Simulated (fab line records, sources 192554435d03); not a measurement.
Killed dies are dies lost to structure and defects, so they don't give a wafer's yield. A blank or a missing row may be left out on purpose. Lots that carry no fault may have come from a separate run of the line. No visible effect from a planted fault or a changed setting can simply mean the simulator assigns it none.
Which of the tools did it?	flow n5Finfet	33 wafers from 11 lots sampled at 5 of the route's 1938 steps

## WHAT THE GAUGES SHOWED, per wafer
The record holds no reading of a measuring or inspecting step that can be judged against a usual standard deviation.

## EACH LOT AND THE TOOL THAT RAN IT (in order: tool; ch and the chambers of the sampled wafers; start)
lot	N5_BEOL_M15_DESCUM_33	N5_BEOL_M15_ETCH_38	N5_BEOL_M15_SPUTTER_44	N5_BEOL_M15_ANNEAL_48	N5_PASSIVATION_PROBE_49
L472	rieDiel-04 ch 1,3, day 11 17:38	rieDiel-04 ch 1,3, day 11 19:12 or earlier	pvdSputter-03, day 11 19:12	rtpAnneal-01 ch 0, day 11 19:41	prober-02, day 12 11:12
L474	rieDiel-04 ch 0,1,2, day 12 05:36	rieDiel-03 ch 0,2, day 12 08:39 or earlier	pvdSputter-03, day 12 08:39	rtpAnneal-02 ch 0, day 12 09:16	prober-01, day 12 23:40
L476	rieDiel-03 ch 1,2,3, day 12 12:38	rieDiel-04 ch 0,1,2, day 12 16:43 or earlier	pvdSputter-03, day 12 16:43	rtpAnneal-01 ch 0, day 12 17:09	prober-02, day 13 09:32
L477	rieDiel-03 ch 1,2,3, day 12 20:49	rieDiel-03 ch 1,2,3, day 13 00:41 or earlier	pvdSputter-01, day 13 00:41	rtpAnneal-01 ch 0, day 13 01:14	prober-02, day 13 18:41
L478	rieDiel-03 ch 0,3, day 12 21:59	rieDiel-03 ch 1,2,3, day 13 01:19 or earlier	pvdSputter-02, day 13 01:19	rtpAnneal-01 ch 0, day 13 03:02	prober-01, day 13 18:20
L479	rieDiel-03 ch 0,3, day 13 13:08	rieDiel-04 ch 0,2,3, day 13 15:59 or earlier	pvdSputter-01, day 13 15:59	rtpAnneal-01 ch 0, day 13 16:34	prober-02, day 14 07:20
L480	rieDiel-06 ch 0,1,3, day 13 16:04	rieDiel-03 ch 0,2,3, day 13 18:48 or earlier	pvdSputter-02, day 13 18:48	rtpAnneal-01 ch 0, day 13 19:18	prober-02, day 14 10:52
L481	rieDiel-03 ch 0,2,3, day 13 16:13	rieDiel-06 ch 0,1, day 13 19:04 or earlier	pvdSputter-03, day 13 19:04	rtpAnneal-02 ch 0, day 13 19:46	prober-01, day 14 11:44
L490	rieDiel-06 ch 0,1,3, day 16 07:18	rieDiel-04 ch 0,1,3, day 16 09:51 or earlier	pvdSputter-02, day 16 09:51	rtpAnneal-01 ch 0, day 16 10:54	prober-01, day 17 02:38
L492	rieDiel-03 ch 0,2,3, day 16 13:22	rieDiel-06 ch 1,2,3, day 16 16:16 or earlier	pvdSputter-02, day 16 16:16	rtpAnneal-02 ch 0, day 16 16:42	prober-02, day 17 11:22
L493	rieDiel-06 ch 0,1,3, day 16 20:47	rieDiel-06 ch 0,1, day 16 21:49 or earlier	pvdSputter-02, day 16 21:49	rtpAnneal-02 ch 0, day 16 22:23	prober-01, day 17 11:34
- N5_BEOL_M15_DESCUM_33: chemistry O2, time 7.9 s.
- N5_BEOL_M15_ETCH_38: etches SiCN in CF4/N2, target depth 106.4 nm, time 120.5 s.
- N5_BEOL_M15_SPUTTER_44: material Ta, target thk 15 nm, time 24.19 s.
- N5_BEOL_M15_ANNEAL_48: time 90 s.
- N5_PASSIVATION_PROBE_49

## WHAT THE TOOLS THEMSELVES READ (means of the sampled wafers that have a number; where no wafer has one, the mark that the record gives instead)
N5_BEOL_M15_DESCUM_33. Usual: drypumpMotorCurrentA 6.1 A, standard deviation 0.46; oesProductAu 0.80 a.u., standard deviation 0.093; rfVppV 243.1 V, standard deviation 1.4; showerheadPlenumPTorr 2.08 Torr, standard deviation 0.06; throttleValvePct 20.38 %, standard deviation 0.28.
lot	tool	drypumpMotorCurrentA (A)	oesProductAu (a.u.)	rfVppV (V)	showerheadPlenumPTorr (Torr)	throttleValvePct (%)	flag
L472	rieDiel-04	6.2	0.81	242.9	2.08	20.80	
L474	rieDiel-04	5.9	0.78	242.5	2.04	20.45	
L476	rieDiel-03	6.1	0.86	243.1	2.11	20.21	
L477	rieDiel-03	6.1	0.86	243.8	2.10	20.20	
L478	rieDiel-03	6.4	0.80	242.4	2.01	20.38	
L479	rieDiel-03	6.4	0.79	242.7	2.01	20.40	
L480	rieDiel-06	6.3	0.85	243.5	2.12	20.40	
L481	rieDiel-03	6.3	0.85	243.1	2.05	20.19	
L490	rieDiel-06	6.3	0.82	243.9	2.11	20.43	
L492	rieDiel-03	6.4	0.83	241.9	2.04	20.24	
L493	rieDiel-06	6.3	0.81	243.8	2.11	20.43	

N5_BEOL_M15_ETCH_38. Usual: cf4FlowSccm 60.01 sccm, standard deviation 0.18; drypumpMotorCurrentA 6.0 A, standard deviation 0.53; oesProductAu 0.81 a.u., standard deviation 0.093; rfVppV 382.0 V, standard deviation 1.6; showerheadPlenumPTorr 2.19 Torr, standard deviation 0.062; throttleValvePct 15.44 %, standard deviation 0.28.
lot	tool	cf4FlowSccm (sccm)	drypumpMotorCurrentA (A)	oesProductAu (a.u.)	rfVppV (V)	showerheadPlenumPTorr (Torr)	throttleValvePct (%)	flag
L472	rieDiel-04	59.99	5.9	0.77	382.9	2.24	15.82	
L474	rieDiel-03	60.15	6.3	0.88	382.1	2.18	15.04	
L476	rieDiel-04	60.04	6.0	0.76	381.6	2.16	15.49	
L477	rieDiel-03	59.93	6.1	0.87	382.0	2.21	15.21	
L478	rieDiel-03	60.09	6.2	0.87	382.4	2.21	15.22	
L479	rieDiel-04	59.83	5.7	0.73	383.2	2.21	15.60	
L480	rieDiel-03	59.90	6.3	0.87	380.7	2.15	15.18	
L481	rieDiel-06	59.84	6.0	0.86	381.9	2.17	15.44	
L490	rieDiel-04	59.90	6.2	0.71	382.1	2.20	15.68	
L492	rieDiel-06	60.05	5.9	0.89	382.3	2.21	15.28	
L493	rieDiel-06	60.02	6.0	0.83	380.8	2.16	15.48	

N5_BEOL_M15_SPUTTER_44. Usual: throttleValvePct reads 30.1 % (standard deviation 1.5).
lot	tool	throttleValvePct (%)	flag
L472	pvdSputter-03	30.0	
L474	pvdSputter-03	28.4	
L476	pvdSputter-03	28.7	
L477	pvdSputter-01	30.2	
L478	pvdSputter-02	31.5	
L479	pvdSputter-01	29.6	
L480	pvdSputter-02	31.2	
L481	pvdSputter-03	30.5	
L490	pvdSputter-02	29.6	
L492	pvdSputter-02	30.3	
L493	pvdSputter-02	31.2	

N5_BEOL_M15_ANNEAL_48. Usual: wafer_temp_C_max reads 225.65 (standard deviation 0.24).
lot	tool	wafer_temp_C_max	flag
L472	rtpAnneal-01	225.33	
L474	rtpAnneal-02	225.74	
L476	rtpAnneal-01	225.71	
L477	rtpAnneal-01	225.53	
L478	rtpAnneal-01	223.02	OFF
L479	rtpAnneal-01	222.87	OFF
L480	rtpAnneal-01	222.86	OFF
L481	rtpAnneal-02	226.08	
L490	rtpAnneal-01	225.49	
L492	rtpAnneal-02	226.11	
L493	rtpAnneal-02	225.84	

N5_PASSIVATION_PROBE_49. Usual: defectLimitedYield 91.0 %, standard deviation 1.4; killed_at_M0_to_M3 36, standard deviation 11; killed_at_M4_up 13, standard deviation 5.4; killedAtContacts 12, standard deviation 6.4; killedAtFrontEnd 41, standard deviation 13; killedAtOther 2.9, standard deviation 2.3; killedDies 106, standard deviation 17; killedOpen 70, standard deviation 12; killedShort 34, standard deviation 8.4; sort_bin_5_function 5.2 %, standard deviation 1; sort_bin_6_memory 3.4 %, standard deviation 0.63; sortNPass 1074, standard deviation 18; sortYieldPct 91.0 %, standard deviation 1.6.
lot	tool	defectLimitedYield (%)	killed_at_M0_to_M3	killed_at_M4_up	killedAtContacts	killedAtFrontEnd	killedAtOther	killedDies	killedOpen	killedShort	sort_bin_5_function (%)	sort_bin_6_memory (%)	sortNPass	sortYieldPct (%)	flag
L472	prober-02	92.6	33	14	11	27	2.7	87	57	29	4.1	3.1	1093	92.6	
L474	prober-01	90.8	38	16	8	45	1.7	109	67	35	4.7	3.8	1071	90.8	
L476	prober-02	89.4	30	14	11	69	1.3	125	81	41	6.2	3.7	1055	89.4	
L477	prober-02	92.0	37	12	9	33	2.7	94	64	30	4.5	3.1	1086	92.0	
L478	prober-01	92.1	32	11	14	33	2.3	93	63	29	4.8	2.8	1087	92.1	
L479	prober-02	90.9	27	11	10	57	2.0	107	69	38	5.8	3.0	1073	90.9	
L480	prober-02	92.1	31	6	15	36	5.3	93	59	34	4.3	3.5	1087	92.1	
L481	prober-01	92.9	26	17	9	29	2.3	84	58	23	4.0	2.9	1096	92.9	
L490	prober-01	90.4	36	8	22	46	1.3	114	75	37	5.7	3.6	1066	90.4	
L492	prober-02	92.8	25	9	9	38	4.0	85	63	20	4.5	2.5	1095	92.8	
L493	prober-01	90.0	26	24	15	46	7.3	118	83	33	5.6	4.0	1062	90.0	

## THE ANSWER, worked out from the rows above alone
Rule: a lot counts as off when the mean over its wafers that have a number is more than 3 standard deviations away from the usual mean. A lot without any number at a reading at which 4 lots or more have one is off too. Where the step has rows for the other lots, those lots are counted as sound. Order of review: gauges by route order, followed by the tools' own readings, for which a lot's mean as printed above is used. At the first step where some lot is off, the reading lying furthest off is the one used; lots without a number count as furthest.
Off, at N5_BEOL_M15_ANNEAL_48 on wafer_temp_C_max: L478, L479, L480.
If a tool, at that step or one of the process steps before it, ran each lot that is off and ran no sound lot following the first of them, it fits. Because N5_BEOL_M15_ETCH_38 lacks a start for some lots, the hours and order of its lots are taken from N5_BEOL_M15_SPUTTER_44. Of those tried, none fits.

## WHAT THE SIMULATOR PUT IN
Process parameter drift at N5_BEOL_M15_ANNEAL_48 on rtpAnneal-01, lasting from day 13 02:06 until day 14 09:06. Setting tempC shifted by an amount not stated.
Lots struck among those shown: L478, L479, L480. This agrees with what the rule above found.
